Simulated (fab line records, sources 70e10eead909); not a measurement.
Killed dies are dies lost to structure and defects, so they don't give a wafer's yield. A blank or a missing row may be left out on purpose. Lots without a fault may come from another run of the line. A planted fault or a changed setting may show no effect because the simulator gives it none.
Which tool did it? | flow nand_harc | 24 lots, 72 wafers sampled, at 6 steps of a route of 1302

WHAT THE GAUGES READ, wafer by wafer
NHARC_P_BONDPAD_CD_MEAS_09: target cd 500 nm. Usual: cd_nm 500.1 nm, standard deviation 1.7.
lot  | measured     | on        | cd_nm (nm)        | flag
L074 | day 6 23:28  | cd_sem-01 | 500.5 498.7 500.1 |
L075 | day 7 05:01  | cd_sem-01 | 497.9 496.4 500.0 |
L076 | day 7 19:01  | cd_sem-03 | 497.9 499.9 501.7 |
L077 | day 7 21:01  | cd_sem-01 | 502.7 499.4 502.6 |
L078 | day 8 10:24  | cd_sem-01 | 501.7 500.9 501.2 |
L079 | day 8 16:40  | cd_sem-01 | 499.6 501.4 498.6 |
L080 | day 9 03:44  | cd_sem-02 | 501.0 501.9 501.7 |
L081 | day 9 20:43  | cd_sem-01 | 499.3 498.6 497.7 |
L082 | day 9 21:42  | cd_sem-03 | 500.8 501.0 497.8 |
L084 | day 10 13:22 | cd_sem-03 | 496.6 500.1 498.5 |
L083 | day 10 14:32 | cd_sem-03 | 498.9 502.4 501.7 |
L085 | day 11 12:28 | cd_sem-03 | 503.3 502.0 504.7 |
L086 | day 11 18:08 | cd_sem-03 | 497.2 496.8 500.1 |
L087 | day 11 20:13 | cd_sem-03 | 501.4 500.7 501.1 |
L088 | day 12 13:35 | cd_sem-01 | 500.3 501.3 499.8 |
L089 | day 12 14:46 | cd_sem-03 | 497.1 500.8 501.1 |
L090 | day 13 09:02 | cd_sem-01 | 500.0 499.4 500.6 |
L091 | day 13 21:08 | cd_sem-02 | 502.5 499.5 503.6 |
L092 | day 14 01:25 | cd_sem-02 | 501.3 499.8 501.8 |
L093 | day 14 22:10 | cd_sem-01 | 496.6 500.5 501.3 |
L094 | day 15 04:41 | cd_sem-01 | 500.9 499.5 499.8 |
L095 | day 15 05:21 | cd_sem-01 | 497.5 495.8 500.3 |
L096 | day 15 18:44 | cd_sem-02 | 501.3 500.9 499.4 |
L097 | day 16 02:49 | cd_sem-03 | 498.4 500.9 498.2 |

NHARC_A_SOURCE_PLATE_INSPECT_08. Usual: raw_defect_count 65, standard deviation 24.
lot  | measured     | on                | raw_defect_count | flag
L074 | day 8 01:03  | defect_inspect-01 | 77 104 52        |
L075 | day 8 07:15  | defect_inspect-01 | 69 53 88         |
L076 | day 9 00:37  | defect_inspect-02 | 162 133 70       |
L077 | day 9 00:38  | defect_inspect-01 | 63 72 86         |
L078 | day 9 13:56  | defect_inspect-01 | 99 80 61         |
L079 | day 9 17:44  | defect_inspect-01 | 60 85 80         |
L080 | day 10 06:10 | defect_inspect-01 | 37 67 59         |
L081 | day 10 23:38 | defect_inspect-02 | 80 82 65         |
L082 | day 10 23:38 | defect_inspect-01 | 40 76 53         |
L084 | day 11 14:49 | defect_inspect-01 | 48 68 69         |
L083 | day 11 14:49 | defect_inspect-02 | 35 84 75         |
L085 | day 12 15:11 | defect_inspect-01 | 51 40 54         |
L086 | day 12 19:34 | defect_inspect-02 | 107 59 82        |
L087 | day 12 19:34 | defect_inspect-01 | 81 52 52         |
L088 | day 13 17:51 | defect_inspect-01 | 55 56 74         |
L089 | day 13 17:51 | defect_inspect-02 | 46 44 49         |
L090 | day 14 11:58 | defect_inspect-01 | 46 32 45         |
L091 | day 14 23:38 | defect_inspect-02 | 61 54 48         |
L092 | day 15 03:30 | defect_inspect-02 | 58 49 55         |
L093 | day 16 01:54 | defect_inspect-01 | 56 73 62         |
L094 | day 16 06:45 | defect_inspect-02 | 46 135 42        |
L095 | day 16 06:43 | defect_inspect-01 | 54 62 54         |
L096 | day 16 21:03 | defect_inspect-02 | 26 51 30         |
L097 | day 17 04:46 | defect_inspect-02 | 62 67 98         |

WHICH TOOL RAN EACH LOT (tool, then ch and the chambers of the sampled wafers, then the start)
lot  | NHARC_P_M1_PRE_CLEAN_32         | NHARC_P_M2_ETCH_35                 | NHARC_P_BONDPAD_PRE_CLEAN_26            | NHARC_A_ZERO_WELL_RTA_16
L074 | pecvd-03 ch 0,1,2, day 6 17:28  | rie_diel-08 ch 0,2,3, day 6 19:07  | pvd_sputter-03, day 7 04:55 or earlier  | rtp_anneal-02 ch 0, day 7 04:55
L075 | pecvd-04 ch 0,1, day 6 23:10    | rie_diel-13 ch 1,2, day 7 00:38    | pvd_sputter-03, day 7 10:19 or earlier  | rtp_anneal-01 ch 0, day 7 10:19
L076 | pecvd-03 ch 1,2, day 7 13:18    | rie_diel-08 ch 0,2, day 7 14:46    | pvd_sputter-01, day 8 00:30 or earlier  | rtp_anneal-01 ch 0, day 8 00:30
L077 | pecvd-02 ch 0,1,2, day 7 15:09  | rie_diel-08 ch 0,1, day 7 16:43    | pvd_sputter-02, day 8 02:25 or earlier  | rtp_anneal-02 ch 0, day 8 02:25
L078 | pecvd-04 ch 0,1,2, day 8 04:38  | rie_diel-02 ch 0,1,3, day 8 06:05  | pvd_sputter-02, day 8 15:46 or earlier  | rtp_anneal-02 ch 0, day 8 15:46
L079 | pecvd-03 ch 0,2, day 8 10:47    | rie_diel-13 ch 0,1,2, day 8 12:23  | pvd_sputter-02, day 8 22:06 or earlier  | rtp_anneal-01 ch 0, day 8 22:06
L080 | pecvd-04 ch 1,2, day 8 22:03    | rie_diel-02 ch 0,2,3, day 8 23:29  | pvd_sputter-01, day 9 09:05 or earlier  | rtp_anneal-02 ch 0, day 9 09:05
L081 | pecvd-03 ch 0,1, day 9 14:52    | rie_diel-13 ch 0,1,3, day 9 16:28  | pvd_sputter-02, day 10 01:55 or earlier | rtp_anneal-01 ch 0, day 10 01:55
L082 | pecvd-04 ch 1,2, day 9 15:53    | rie_diel-02 ch 0,1, day 9 17:23    | pvd_sputter-01, day 10 03:02 or earlier | rtp_anneal-02 ch 0, day 10 03:02
L084 | pecvd-03 ch 0,1,2, day 10 07:38 | rie_diel-08 ch 0,3, day 10 09:12   | pvd_sputter-03, day 10 18:37 or earlier | rtp_anneal-01 ch 0, day 10 18:37
L083 | pecvd-02 ch 1,2, day 10 08:40   | rie_diel-02 ch 0,1,2, day 10 10:16 | pvd_sputter-01, day 10 19:53 or earlier | rtp_anneal-02 ch 0, day 10 19:53
L085 | pecvd-04 ch 0,1, day 11 06:18   | rie_diel-13 ch 0,3, day 11 07:53   | pvd_sputter-01, day 11 13:43            | rtp_anneal-01 ch 0, day 11 18:01
L086 | pecvd-03 ch 0,1,2, day 11 12:20 | rie_diel-08 ch 0,1,3, day 11 13:54 | pvd_sputter-01, day 11 23:42 or earlier | rtp_anneal-02 ch 0, day 11 23:42
L087 | pecvd-02 ch 1,2, day 11 14:27   | rie_diel-08 ch 0,1, day 11 15:55   | pvd_sputter-02, day 12 01:31 or earlier | rtp_anneal-01 ch 0, day 12 01:31
L088 | pecvd-03 ch 0,1,2, day 12 07:44 | rie_diel-02 ch 1,2, day 12 09:19   | pvd_sputter-01, day 12 19:04 or earlier | rtp_anneal-01 ch 0, day 12 19:04
L089 | pecvd-02 ch 1,2, day 12 08:28   | rie_diel-08 ch 0,2,3, day 12 10:11 | pvd_sputter-03, day 12 20:02 or earlier | rtp_anneal-01 ch 0, day 12 20:02
L090 | pecvd-02 ch 0,1, day 13 03:04   | rie_diel-13 ch 1,2,3, day 13 04:48 | pvd_sputter-02, day 13 14:27 or earlier | rtp_anneal-02 ch 0, day 13 14:27
L091 | pecvd-03 ch 0,1,2, day 13 14:32 | rie_diel-02 ch 0,2, day 13 16:20   | pvd_sputter-03, day 14 02:31 or earlier | rtp_anneal-01 ch 0, day 14 02:31
L092 | pecvd-04 ch 0,1, day 13 19:20   | rie_diel-08 ch 0,1,3, day 13 20:56 | pvd_sputter-03, day 14 06:46 or earlier | rtp_anneal-01 ch 0, day 14 06:46
L093 | pecvd-02 ch 1,2, day 14 16:13   | rie_diel-08 ch 2,3, day 14 17:49   | pvd_sputter-02, day 15 03:40 or earlier | rtp_anneal-02 ch 0, day 15 03:40
L094 | pecvd-04 ch 0,2, day 14 22:57   | rie_diel-13 ch 0,2, day 15 00:32   | pvd_sputter-03, day 15 10:11 or earlier | rtp_anneal-02 ch 0, day 15 10:11
L095 | pecvd-03 ch 0,1, day 14 23:29   | rie_diel-13 ch 1,2,3, day 15 01:05 | pvd_sputter-01, day 15 10:50 or earlier | rtp_anneal-01 ch 0, day 15 10:50
L096 | pecvd-02 ch 0,1,2, day 15 13:02 | rie_diel-02 ch 0,2,3, day 15 14:37 | pvd_sputter-01, day 16 00:07 or earlier | rtp_anneal-02 ch 0, day 16 00:07
L097 | pecvd-03 ch 0,2, day 15 20:53   | rie_diel-13 ch 1,3, day 15 22:28   | pvd_sputter-01, day 16 08:11 or earlier | rtp_anneal-01 ch 0, day 16 08:11
- NHARC_P_M1_PRE_CLEAN_32: time 12 s.
- NHARC_P_M2_ETCH_35: etches the open film in N2/H2, target depth 40 nm, overetch 12 nm, time 43.94 s.
- NHARC_P_BONDPAD_PRE_CLEAN_26: time 30 s.
- NHARC_A_ZERO_WELL_RTA_16: time 10 s.

WHAT THE TOOLS THEMSELVES READ (means of the sampled wafers that have a number; where no wafer has one, the mark that the record gives instead)
NHARC_P_M1_PRE_CLEAN_32. Usual: heater_power_w 660 W, standard deviation 75; rf_fwd_power_W 292.5 W, standard deviation 0.79.
lot  | tool     | heater_power_w (W) | rf_fwd_power_W (W) | flag
L074 | pecvd-03 | 650                | 292.7              |
L075 | pecvd-04 | 616                | 293.0              |
L076 | pecvd-03 | 638                | 292.6              |
L077 | pecvd-02 | 691                | 292.7              |
L078 | pecvd-04 | 617                | 292.0              |
L079 | pecvd-03 | 631                | 292.4              |
L080 | pecvd-04 | 678                | 292.5              |
L081 | pecvd-03 | 660                | 293.0              |
L082 | pecvd-04 | 653                | 291.7              |
L084 | pecvd-03 | 629                | 292.2              |
L083 | pecvd-02 | 799                | 292.4              |
L085 | pecvd-04 | 600                | 291.9              |
L086 | pecvd-03 | 637                | 292.2              |
L087 | pecvd-02 | 752                | 292.5              |
L088 | pecvd-03 | 657                | 293.6              |
L089 | pecvd-02 | 795                | 292.2              |
L090 | pecvd-02 | 631                | 292.0              |
L091 | pecvd-03 | 602                | 293.0              |
L092 | pecvd-04 | 688                | 292.6              |
L093 | pecvd-02 | 729                | 292.5              |
L094 | pecvd-04 | 784                | 292.8              |
L095 | pecvd-03 | 610                | 292.5              |
L096 | pecvd-02 | 678                | 292.2              |
L097 | pecvd-03 | 628                | 292.9              |

NHARC_P_M2_ETCH_35. Usual: drypump_motor_current_A 5.8 A, standard deviation 0.31; n2_flow_sccm 150.0 sccm, standard deviation 0.5; oes_product_au 0.996 a.u., standard deviation 0.01; rf_fwd_power_W 395.1 W, standard deviation 1.8; rf_vpp_V 431.6 V, standard deviation 2.4; showerhead_plenum_p_Torr 2.08 Torr, standard deviation 0.08; throttle_valve_pct 14.171 %, standard deviation 0.0088.
lot  | tool        | drypump_motor_current_A (A) | n2_flow_sccm (sccm) | oes_product_au (a.u.) | rf_fwd_power_W (W) | rf_vpp_V (V) | showerhead_plenum_p_Torr (Torr) | throttle_valve_pct (%) | flag
L074 | rie_diel-08 | 5.9                         | 149.9               | 0.999                 | 395.6              | 433.0        | 2.13                            | 14.175                 |
L075 | rie_diel-13 | 5.5                         | 149.7               | 0.988                 | 393.4              | 432.7        | 2.14                            | 14.169                 |
L076 | rie_diel-08 | 5.8                         | 150.3               | 0.998                 | 394.3              | 433.6        | 2.17                            | 14.167                 |
L077 | rie_diel-08 | 5.6                         | 149.5               | 0.985                 | 395.3              | 431.3        | 2.07                            | 14.171                 |
L078 | rie_diel-02 | 5.7                         | 150.2               | 0.992                 | 395.2              | 432.3        | 2.13                            | 14.173                 |
L079 | rie_diel-13 | 5.5                         | 150.4               | 0.983                 | 394.9              | 432.2        | 2.11                            | 14.165                 |
L080 | rie_diel-02 | 5.8                         | 149.4               | 0.998                 | 393.8              | 431.7        | 2.07                            | 14.178                 |
L081 | rie_diel-13 | 5.8                         | 149.7               | 0.994                 | 395.8              | 430.7        | 2.02                            | 14.164                 |
L082 | rie_diel-02 | 5.7                         | 150.3               | 0.983                 | 395.5              | 433.3        | 2.14                            | 14.171                 |
L084 | rie_diel-08 | 5.8                         | 150.0               | 1.005                 | 394.7              | 431.2        | 2.08                            | 14.173                 |
L083 | rie_diel-02 | 5.8                         | 149.9               | 0.996                 | 395.2              | 431.4        | 2.08                            | 14.171                 |
L085 | rie_diel-13 | 6.1                         | 149.5               | 1.008                 | 393.5              | 428.2        | 1.99                            | 14.172                 |
L086 | rie_diel-08 | 5.7                         | 150.1               | 1.006                 | 396.4              | 432.3        | 2.07                            | 14.166                 |
L087 | rie_diel-08 | 5.6                         | 150.3               | 0.994                 | 395.1              | 432.1        | 2.09                            | 14.165                 |
L088 | rie_diel-02 | 5.8                         | 150.2               | 0.997                 | 394.9              | 430.0        | 2.01                            | 14.165                 |
L089 | rie_diel-08 | 5.8                         | 149.9               | 0.995                 | 396.1              | 433.4        | 2.13                            | 14.170                 |
L090 | rie_diel-13 | 5.9                         | 150.4               | 0.998                 | 394.1              | 431.1        | 2.05                            | 14.168                 |
L091 | rie_diel-02 | 5.8                         | 150.1               | 0.997                 | 395.5              | 432.6        | 2.10                            | 14.172                 |
L092 | rie_diel-08 | 5.7                         | 149.7               | 0.993                 | 396.3              | 431.3        | 2.07                            | 14.170                 |
L093 | rie_diel-08 | 6.0                         | 150.1               | 1.000                 | 397.7              | 432.5        | 2.11                            | 14.176                 |
L094 | rie_diel-13 | 5.3                         | 149.9               | 0.995                 | 394.4              | 432.6        | 2.12                            | 14.172                 |
L095 | rie_diel-13 | 5.9                         | 150.4               | 0.992                 | 394.6              | 430.6        | 2.05                            | 14.176                 |
L096 | rie_diel-02 | 5.8                         | 149.4               | 0.998                 | 394.2              | 431.5        | 2.07                            | 14.174                 |
L097 | rie_diel-13 | 6.2                         | 149.9               | 1.019                 | 394.3              | 428.6        | 1.97                            | 14.167                 |

NHARC_P_BONDPAD_PRE_CLEAN_26. Usual: heater_power_w 439 W, standard deviation 32.
lot  | tool           | heater_power_w (W) | flag
L074 | pvd_sputter-03 | 396                |
L075 | pvd_sputter-03 | 423                |
L076 | pvd_sputter-01 | 448                |
L077 | pvd_sputter-02 | 448                |
L078 | pvd_sputter-02 | 449                |
L079 | pvd_sputter-02 | 457                |
L080 | pvd_sputter-01 | 448                |
L081 | pvd_sputter-02 | 454                |
L082 | pvd_sputter-01 | 462                |
L084 | pvd_sputter-03 | 402                |
L083 | pvd_sputter-01 | 451                |
L085 | pvd_sputter-01 | 443                |
L086 | pvd_sputter-01 | 445                |
L087 | pvd_sputter-02 | 428                |
L088 | pvd_sputter-01 | 453                |
L089 | pvd_sputter-03 | 386                |
L090 | pvd_sputter-02 | 465                |
L091 | pvd_sputter-03 | 425                |
L092 | pvd_sputter-03 | 410                |
L093 | pvd_sputter-02 | 450                |
L094 | pvd_sputter-03 | 413                |
L095 | pvd_sputter-01 | 463                |
L096 | pvd_sputter-01 | 457                |
L097 | pvd_sputter-01 | 449                |

NHARC_A_ZERO_WELL_RTA_16. Usual: lamp_power_pct 27.6 %, standard deviation 1.1; wafer_temp_C_max 1005.2, standard deviation 1.2.
lot  | tool          | lamp_power_pct (%) | wafer_temp_C_max | flag
L074 | rtp_anneal-02 | 26.4               | 1004.8           |
L075 | rtp_anneal-01 | 28.6               | 1004.8           |
L076 | rtp_anneal-01 | 28.6               | 1004.4           |
L077 | rtp_anneal-02 | 26.5               | 1005.8           |
L078 | rtp_anneal-02 | 26.4               | 1005.7           |
L079 | rtp_anneal-01 | 28.6               | 1006.5           |
L080 | rtp_anneal-02 | 26.4               | 1005.5           |
L081 | rtp_anneal-01 | 28.6               | 1004.7           |
L082 | rtp_anneal-02 | 26.4               | 1004.5           |
L084 | rtp_anneal-01 | 28.6               | 1004.7           |
L083 | rtp_anneal-02 | 26.4               | 1006.1           |
L085 | rtp_anneal-01 | 28.6               | 1003.9           |
L086 | rtp_anneal-02 | 26.5               | 1006.6           |
L087 | rtp_anneal-01 | 28.6               | 1005.0           |
L088 | rtp_anneal-01 | 28.6               | 1005.5           |
L089 | rtp_anneal-01 | 28.6               | 1005.1           |
L090 | rtp_anneal-02 | 26.4               | 1006.4           |
L091 | rtp_anneal-01 | 28.6               | 1004.2           |
L092 | rtp_anneal-01 | 28.6               | 1004.2           |
L093 | rtp_anneal-02 | 26.4               | 1005.5           |
L094 | rtp_anneal-02 | 26.4               | 1005.2           |
L095 | rtp_anneal-01 | 28.6               | 1004.6           |
L096 | rtp_anneal-02 | 26.4               | 1006.9           |
L097 | rtp_anneal-01 | 28.6               | 1005.1           |

THE ANSWER, worked out from the rows above alone
Rule: a lot is off if the mean of its wafers that have a number lies more than 3 standard deviations from the usual mean. A lot without any number at a reading at which 4 lots or more have one is off too. The other lots that the step has rows for count as sound. The gauges are gone through in route order, then the tools' own readings, and for those a lot's mean is taken as printed above. The first step at which some lot is off is used, and at that step the reading that is off furthest; a lot without a number counts as furthest.
No lot is off at any reading shown: from this, nothing can be told.

WHAT THE SIMULATOR HAD PUT IN
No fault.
